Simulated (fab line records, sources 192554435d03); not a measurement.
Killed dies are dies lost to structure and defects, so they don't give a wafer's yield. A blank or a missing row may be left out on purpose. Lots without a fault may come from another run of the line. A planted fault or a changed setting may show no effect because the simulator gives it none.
Split-lot experiment | flow n5_finfet | 7 lots, 21 wafers read, on a route of 1938 steps

THE SPLIT
At N5_BEOL_M15_COAT_04 (resist thk 800 nm), the setting spin_rpm was moved away from the recipe's 1704 rpm on 8 of the 21 wafers read, by -10.6% to +9.5%. The other wafers ran this setting at the recipe's value.

FROM THE SPLIT TO THE READING: what the file shows between them, 3 steps
- N5_BEOL_M15_EBR_06
- N5_BEOL_M15_SOFTBAKE_05: time 60 s
- N5_BEOL_M15_DESCUM_15: chemistry O2, time 7.9 s

THE READING
coat_of_BEOL_M15_COAT_04.thk_nm (the simulator's own value, which no gauge read), in nm, at N5_BEOL_M15_ETCH_59 (etches BARC in N2/H2, target depth 89 nm, overetch 26.7 nm, time 67.9 s). The file gives no usual value for it. The 13 wafers here that ran the recipe average 719.0 nm, standard deviation 2.4 nm.

wafer  | tool, chamber at the split | spin_rpm as run, rpm | against the recipe | coat_of_BEOL_M15_COAT_04.thk_nm, nm | against lot-mates on the recipe
L075.3 | litho_track-01, 0          | 1704                 | recipe             | 718.8                               | -
L075.4 | litho_track-01, 0          | 1704                 | recipe             | 719.8                               | -
L075.5 | litho_track-01, 0          | 1704                 | recipe             | 719.2                               | -
L077.2 | litho_track-05, 0          | 1704                 | recipe             | 720.6                               | -
L077.3 | litho_track-05, 0          | 1524                 | -10.6%             | 768.6                               | +48.0
L077.5 | litho_track-05, 0          | 1524                 | -10.6%             | 767                                 | +46.4
L081.1 | litho_track-01, 0          | 1838                 | +7.9%              | 698                                 | -23.8
L081.2 | litho_track-01, 0          | 1704                 | recipe             | 721.8                               | -
L081.3 | litho_track-01, 0          | 1838                 | +7.9%              | 691                                 | -30.8
L084.4 | litho_track-05, 0          | 1533                 | -10.0%             | 767.8                               | +43.8
L084.5 | litho_track-05, 0          | 1533                 | -10.0%             | 764.4                               | +40.4
L084.6 | litho_track-05, 0          | 1704                 | recipe             | 724                                 | -
L082.1 | litho_track-01, 0          | 1704                 | recipe             | 717.6                               | -
L082.4 | litho_track-01, 0          | 1704                 | recipe             | 716.4                               | -
L082.5 | litho_track-01, 0          | 1704                 | recipe             | 717                                 | -
L093.2 | litho_track-01, 0          | 1866                 | +9.5%              | 679                                 | -36.8
L093.4 | litho_track-01, 0          | 1704                 | recipe             | 715.8                               | -
L093.5 | litho_track-01, 0          | 1866                 | +9.5%              | 683                                 | -32.8
L090.1 | litho_track-05, 0          | 1704                 | recipe             | 716.2                               | -
L090.3 | litho_track-05, 0          | 1704                 | recipe             | 718.2                               | -
L090.4 | litho_track-05, 0          | 1704                 | recipe             | 721.4                               | -

THE FIT
A straight line over all 21 wafers: coat_of_BEOL_M15_COAT_04.thk_nm changes by -4.21 nm for each +1% of spin_rpm; r = -0.99; the points scatter about the line by 3.8 nm.
The same after taking each lot's own level away (the mean of its wafers on the recipe; 21 wafers): -4.01 nm for each +1%; r = -0.99; scatter 2.6 nm.
On that fit, the largest move of spin_rpm shifts the reading by 42 nm.
The lots' own levels span 715.80 to 724.00 nm, that is 3.5 times the standard deviation above.
So the lot-to-lot level changes the slope little: the two slopes agree.
Check: with one of the wafers moved furthest among these (-10.6%) left out of the fit, the line predicts +42.7 nm for it against its lot-mates. It came out at +48 nm against them.

THE WHOLE CHAIN: every reading that the file lists as answering this split, in the file's order
step                | what it does                                                            | reading                                                                          | change (the file's fit)              | r (the file's)
N5_BEOL_M15_COAT_04 | resist thk 800 nm                                                       | coat_of_BEOL_M15_COAT_04.thk_nm (the simulator's own value, which no gauge read) | -4.11 nm for each +1% of the setting | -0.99
N5_BEOL_M15_ETCH_59 | etches BARC in N2/H2, target depth 89 nm, overetch 26.7 nm, time 67.9 s | coat_of_BEOL_M15_COAT_04.thk_nm (the simulator's own value, which no gauge read) | -4.02 nm for each +1% of the setting | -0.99

THE FILE'S OWN FIT
coat_of_BEOL_M15_COAT_04.thk_nm changes by -4.02 nm for each +1% of spin_rpm, r = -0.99.
